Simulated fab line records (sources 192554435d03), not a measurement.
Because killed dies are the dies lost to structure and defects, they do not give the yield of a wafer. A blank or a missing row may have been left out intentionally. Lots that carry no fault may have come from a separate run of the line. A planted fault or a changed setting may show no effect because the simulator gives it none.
Comparing a struck lot with a sound one / flow n5-finfet / 15 out of 1938 route steps
Sound: the wafers L147.1, L147.2, L147.6. Struck: wafers L155.2, L155.3, L155.5. Last of all comes the cause.
Each step with rows lists, per side, the tool, then ch with its chambers, then its first start. Under that, the readings that differ: sound wafers / struck wafers / difference of the means / sigmas: that difference in standard deviations of wafers without a fault.
alike: same words and numbers on both sides, and readings whose means sit less than 2 such deviations apart. not compared: any withheld reading, any reading some wafer has no value for, any bound like >300 that may hide the same value, and any number with overlapping values for which the record gives no deviation.
A row with sigmas, a row that says differs or no value, or rows on one side alone: a step with any of these is where the two part. Numbers that don't overlap but have no deviation are shown without sigmas and don't part them. Lack of a reading on every wafer of one side parts them only where that side has two or more wafers.

N5_BEOL_M8_OVL_MEAS_12:
  sound on overlay-01 ch 0, day 11 04:19; struck on overlay-02 ch 0, day 13 17:50
  alike: M8_OVL
N5_BEOL_M8_INSPECT_13: inspects for defects (brightfield).
  sound on defect-inspect-01, day 11 04:21; struck on defect-inspect-02, day 13 17:52
  alike: raw-defect-count
N5_BEOL_M8_DESCUM_16: chemistry O2, time 7.9 s.
  sound on rie-diel-01 ch 1,2,3, day 11 04:24; struck on rie-diel-05 ch 0,2,3, day 13 18:49
  alike: drypump-motor-current-A, oes-product-au, rf-vpp-V, showerhead-plenum-p-Torr, temp-c, throttle-valve-pct
  not compared: rf-hours-counter-h
then, 1 step without rows for these wafers: N5_BEOL_M8_ETCH_61 (etches SiARC in CF4, target depth 45.5 nm, time 75.8 s).
N5_BEOL_M8_ETCH_62: etches SOC in N2/H2, target depth 110 nm, overetch 22 nm, time 165 s.
  sound on rie-diel-01 ch 1,2,3, day 11 04:29; struck on rie-diel-05 ch 0,2,3, day 13 18:54
  alike: drypump-motor-current-A, oes-product-au, rf-vpp-V, showerhead-plenum-p-Torr, temp-c, throttle-valve-pct
  not compared: rf-hours-counter-h
then, 1 step without rows for these wafers: N5_BEOL_M8_STRIP_68 (strips in N2/H2).
N5_BEOL_M8_STRIP_67: strips in CF4.
  sound on rie-diel-01 ch 1,2,3, day 11 04:38; struck on rie-diel-05 ch 0,2,3, day 13 19:03
  alike: drypump-motor-current-A, oes-product-au, rf-vpp-V, showerhead-plenum-p-Torr, throttle-valve-pct
  not compared: rf-hours-counter-h
N5_BEOL_M8_HM_OPEN_17: chemistry Cl2/BCl3, target TiN, target depth 20 nm, overetch 6 nm.
  sound on rie-metal-02 ch 0,1, day 11 04:41; struck on rie-metal-01 ch 0,1, day 13 19:05
  alike: drypump-motor-current-A, oes-product-au, throttle-valve-pct
  not compared: rf-hours-counter-h
N5_BEOL_M8_STRIP_19: strips in O2.
  sound on rie-diel-02 ch 1,2,3, day 11 04:47; struck on rie-diel-05 ch 0,2,3, day 13 19:14
  alike: drypump-motor-current-A, oes-product-au, rf-vpp-V, showerhead-plenum-p-Torr, temp-c, throttle-valve-pct
  not compared: rf-hours-counter-h
N5_BEOL_M8_CD_MEAS_18: pitch 80 nm, target cd 40 nm.
  sound on cd-sem-01, day 11 04:52; struck on cd-sem-01, day 13 19:18
  alike: cd-nm
then, 2 steps without rows for these wafers: N5_BEOL_M8_COAT_63 (time 60 s, resist thk 60 nm); N5_BEOL_M8_COAT_64 (time 60 s, resist thk 12 nm).
N5_BEOL_M8_COAT_71: time 60 s, resist thk 5 nm.
  sound on litho-track-05 ch 0, day 11 06:26; struck on litho-track-02 ch 0, day 13 19:22
reading=heater-power-total-W (W); sound=389.6 389.5 389.5; struck=384.5 384.5 384.6; difference=-5.0; sigmas=-4
reading=plate-temp-C (C); sound=204.95 205.03 205.01; struck=202.66 202.62 202.63; difference=-2.36; sigmas=-16
then, 1 step without rows for these wafers: N5_BEOL_M8_COAT_22 (resist thk 30 nm).
-- a jump in the record: the struck wafers' starts before and after are 4 days apart (it breaks off in module BEOL_M8 and resumes in module PASSIVATION, where the first step shown is number 1936 of the route) --
N5_PASSIVATION_PROBE_49:
  sound on prober-02, day 14 07:37; struck on prober-01, day 17 11:09
  alike: defect-limited-yield, killed_at_M0_to_M3, killed_at_M4_up, killed-at-contacts, killed-at-front-end, killed-at-other, killed-dies, killed-open, killed-short, sort_bin_5_function, sort_bin_6_memory, sort-n-pass, sort-yield-pct

## WHERE THEY PART
Within this record, at N5_BEOL_M8_COAT_71 only. Later steps at which nothing parts them and some readings are alike: N5_PASSIVATION_PROBE_49.

WHY: whatever the simulator had introduced
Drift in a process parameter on litho-track-02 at N5_BEOL_M8_COAT_71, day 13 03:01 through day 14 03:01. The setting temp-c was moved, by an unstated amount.
